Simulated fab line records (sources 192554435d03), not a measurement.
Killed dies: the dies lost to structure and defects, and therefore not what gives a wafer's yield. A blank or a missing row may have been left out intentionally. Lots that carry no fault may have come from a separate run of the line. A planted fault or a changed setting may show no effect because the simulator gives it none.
Split-lot experiment || flow n5Finfet || on a route of 1938 steps: 7 lots, 21 wafers read

== THE SPLIT ==
At N5_BEOL_M7_COAT_05 (resist thk 90 nm), the setting spinRpm was moved away from the recipe's 1500 rpm on 8 of the 21 wafers read, by +4.2% to +9.8%. All remaining wafers had this setting at the recipe value.

== FROM THE SPLIT TO THE READING: what the file shows between them, 5 steps ==
- N5_BEOL_M7_EBR_07
- N5_BEOL_M7_SOFTBAKE_06: time 60 s
- N5_BEOL_M7_EXPOSE_08: exposes mask M7
- N5_BEOL_M7_PEB_09: peb time 60 s
- N5_BEOL_M7_DEVELOP_10: develop time 30 s

== THE READING ==
CAR-ArF_of_BEOL_M7_COAT_05.thkNm (the simulator's own value, which no gauge read), in nm, at N5_BEOL_M7_DESCUM_16 (chemistry O2, time 7.9 s). There is no usual value for it anywhere in the file. Here, 13 wafers ran the recipe; their average is 83.4 nm with a standard deviation of 0.26 nm.

{"wafer": "L081.1", "tool, chamber at the split": "lithoTrack-01, 0", "spinRpm as run, rpm": 1500, "against the recipe": "recipe", "CAR-ArF_of_BEOL_M7_COAT_05.thkNm, nm": 83.8, "against lot-mates on the recipe": "-"}
{"wafer": "L081.3", "tool, chamber at the split": "lithoTrack-01, 0", "spinRpm as run, rpm": 1500, "against the recipe": "recipe", "CAR-ArF_of_BEOL_M7_COAT_05.thkNm, nm": 83.6, "against lot-mates on the recipe": "-"}
{"wafer": "L081.4", "tool, chamber at the split": "lithoTrack-01, 0", "spinRpm as run, rpm": 1500, "against the recipe": "recipe", "CAR-ArF_of_BEOL_M7_COAT_05.thkNm, nm": 83.6, "against lot-mates on the recipe": "-"}
{"wafer": "L080.2", "tool, chamber at the split": "lithoTrack-05, 0", "spinRpm as run, rpm": 1500, "against the recipe": "recipe", "CAR-ArF_of_BEOL_M7_COAT_05.thkNm, nm": 83.4, "against lot-mates on the recipe": "-"}
{"wafer": "L080.3", "tool, chamber at the split": "lithoTrack-05, 0", "spinRpm as run, rpm": 1624, "against the recipe": "+8.3%", "CAR-ArF_of_BEOL_M7_COAT_05.thkNm, nm": 80.4, "against lot-mates on the recipe": -3.2}
{"wafer": "L080.5", "tool, chamber at the split": "lithoTrack-05, 0", "spinRpm as run, rpm": 1500, "against the recipe": "recipe", "CAR-ArF_of_BEOL_M7_COAT_05.thkNm, nm": 83.8, "against lot-mates on the recipe": "-"}
{"wafer": "L082.1", "tool, chamber at the split": "lithoTrack-04, 0", "spinRpm as run, rpm": 1500, "against the recipe": "recipe", "CAR-ArF_of_BEOL_M7_COAT_05.thkNm, nm": 83.2, "against lot-mates on the recipe": "-"}
{"wafer": "L082.3", "tool, chamber at the split": "lithoTrack-04, 0", "spinRpm as run, rpm": 1605, "against the recipe": "+7.0%", "CAR-ArF_of_BEOL_M7_COAT_05.thkNm, nm": 80.4, "against lot-mates on the recipe": -2.8}
{"wafer": "L082.4", "tool, chamber at the split": "lithoTrack-04, 0", "spinRpm as run, rpm": 1605, "against the recipe": "+7.0%", "CAR-ArF_of_BEOL_M7_COAT_05.thkNm, nm": 80.2, "against lot-mates on the recipe": -3.0}
{"wafer": "L083.1", "tool, chamber at the split": "lithoTrack-04, 0", "spinRpm as run, rpm": 1500, "against the recipe": "recipe", "CAR-ArF_of_BEOL_M7_COAT_05.thkNm, nm": 83.2, "against lot-mates on the recipe": "-"}
{"wafer": "L083.4", "tool, chamber at the split": "lithoTrack-04, 0", "spinRpm as run, rpm": 1563, "against the recipe": "+4.2%", "CAR-ArF_of_BEOL_M7_COAT_05.thkNm, nm": 81.4, "against lot-mates on the recipe": -1.8}
{"wafer": "L083.6", "tool, chamber at the split": "lithoTrack-04, 0", "spinRpm as run, rpm": 1563, "against the recipe": "+4.2%", "CAR-ArF_of_BEOL_M7_COAT_05.thkNm, nm": 81.6, "against lot-mates on the recipe": -1.6}
{"wafer": "L088.3", "tool, chamber at the split": "lithoTrack-04, 0", "spinRpm as run, rpm": 1500, "against the recipe": "recipe", "CAR-ArF_of_BEOL_M7_COAT_05.thkNm, nm": 83.2, "against lot-mates on the recipe": "-"}
{"wafer": "L088.5", "tool, chamber at the split": "lithoTrack-04, 0", "spinRpm as run, rpm": 1500, "against the recipe": "recipe", "CAR-ArF_of_BEOL_M7_COAT_05.thkNm, nm": 83.2, "against lot-mates on the recipe": "-"}
{"wafer": "L088.4", "tool, chamber at the split": "lithoTrack-04, 0", "spinRpm as run, rpm": 1500, "against the recipe": "recipe", "CAR-ArF_of_BEOL_M7_COAT_05.thkNm, nm": 83, "against lot-mates on the recipe": "-"}
{"wafer": "L093.2", "tool, chamber at the split": "lithoTrack-05, 0", "spinRpm as run, rpm": 1500, "against the recipe": "recipe", "CAR-ArF_of_BEOL_M7_COAT_05.thkNm, nm": 83.6, "against lot-mates on the recipe": "-"}
{"wafer": "L093.4", "tool, chamber at the split": "lithoTrack-05, 0", "spinRpm as run, rpm": 1500, "against the recipe": "recipe", "CAR-ArF_of_BEOL_M7_COAT_05.thkNm, nm": 83.8, "against lot-mates on the recipe": "-"}
{"wafer": "L093.5", "tool, chamber at the split": "lithoTrack-05, 0", "spinRpm as run, rpm": 1500, "against the recipe": "recipe", "CAR-ArF_of_BEOL_M7_COAT_05.thkNm, nm": 83.4, "against lot-mates on the recipe": "-"}
{"wafer": "L094.1", "tool, chamber at the split": "lithoTrack-01, 0", "spinRpm as run, rpm": 1647, "against the recipe": "+9.8%", "CAR-ArF_of_BEOL_M7_COAT_05.thkNm, nm": 79.8, "against lot-mates on the recipe": "no lot-mate on the recipe"}
{"wafer": "L094.2", "tool, chamber at the split": "lithoTrack-01, 0", "spinRpm as run, rpm": 1647, "against the recipe": "+9.8%", "CAR-ArF_of_BEOL_M7_COAT_05.thkNm, nm": 79.6, "against lot-mates on the recipe": "no lot-mate on the recipe"}
{"wafer": "L094.5", "tool, chamber at the split": "lithoTrack-01, 0", "spinRpm as run, rpm": 1647, "against the recipe": "+9.8%", "CAR-ArF_of_BEOL_M7_COAT_05.thkNm, nm": 79.6, "against lot-mates on the recipe": "no lot-mate on the recipe"}

FIT RESULTS
A straight line over all 21 wafers: CAR-ArF_of_BEOL_M7_COAT_05.thkNm changes by -0.398 nm for each +1% of spinRpm; r = -0.99; the points scatter about the line by 0.28 nm.
The same after taking each lot's own level away (the mean of its wafers on the recipe; 18 wafers): -0.403 nm for each +1%; r = -0.99; scatter 0.13 nm.
The reading moves by 4 nm for the largest change in spinRpm, on that fit.
From 83.13 to 83.67 nm: that is the span of the lots' own levels, equal to 2.0 times the standard deviation above.
The two slopes are in agreement: the lot-to-lot level therefore moves the slope only a little.
Check: -3.4 nm against its lot-mates is what the line predicts for one of the wafers moved furthest among these (+8.3%) when that wafer is left out of the fit. Against them it came out at -3.2 nm.

== OTHER SPLITS APPLIED TO THESE WAFERS ==
These wafers also went through other splits before the reading. Each is held against what the fit with the lots' levels taken away leaves over:
{"other split on the same wafers": "N5_BEOL_M6_ETCH_62 biasW", "wafers away from the commonest value": 8, "r with CAR-ArF_of_BEOL_M7_COAT_05.thkNm (lot level and that fit taken away)": "+0.06"}
{"other split on the same wafers": "N5_BEOL_M6_COAT_71 spinRpm", "wafers away from the commonest value": 9, "r with CAR-ArF_of_BEOL_M7_COAT_05.thkNm (lot level and that fit taken away)": "+0.40"}
{"other split on the same wafers": "N5_BEOL_M7_HM_DEP_02 targetThkA", "wafers away from the commonest value": 7, "r with CAR-ArF_of_BEOL_M7_COAT_05.thkNm (lot level and that fit taken away)": -0.14}

== THE WHOLE CHAIN: every reading that the file lists as answering this split, in the file's order ==
{"step": "N5_BEOL_M7_COAT_05", "what it does": "resist thk 90 nm", "reading": "CAR-ArF_of_BEOL_M7_COAT_05.thkNm (the simulator's own value, which no gauge read)", "change (the file's fit)": "-0.412 nm for each +1% of the setting", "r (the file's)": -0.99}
{"step": "N5_BEOL_M7_DEVELOP_10", "what it does": "develop time 30 s", "reading": "CAR-ArF_of_BEOL_M7_COAT_05.thkNm (the simulator's own value, which no gauge read)", "change (the file's fit)": "-0.424 nm for each +1% of the setting", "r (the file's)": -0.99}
{"step": "N5_BEOL_M7_DESCUM_16", "what it does": "chemistry O2, time 7.9 s", "reading": "CAR-ArF_of_BEOL_M7_COAT_05.thkNm (the simulator's own value, which no gauge read)", "change (the file's fit)": "-0.399 nm for each +1% of the setting", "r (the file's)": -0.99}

== FILE'S OWN FIT ==
CAR-ArF_of_BEOL_M7_COAT_05.thkNm changes by -0.399 nm for each +1% of spinRpm, r = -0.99.
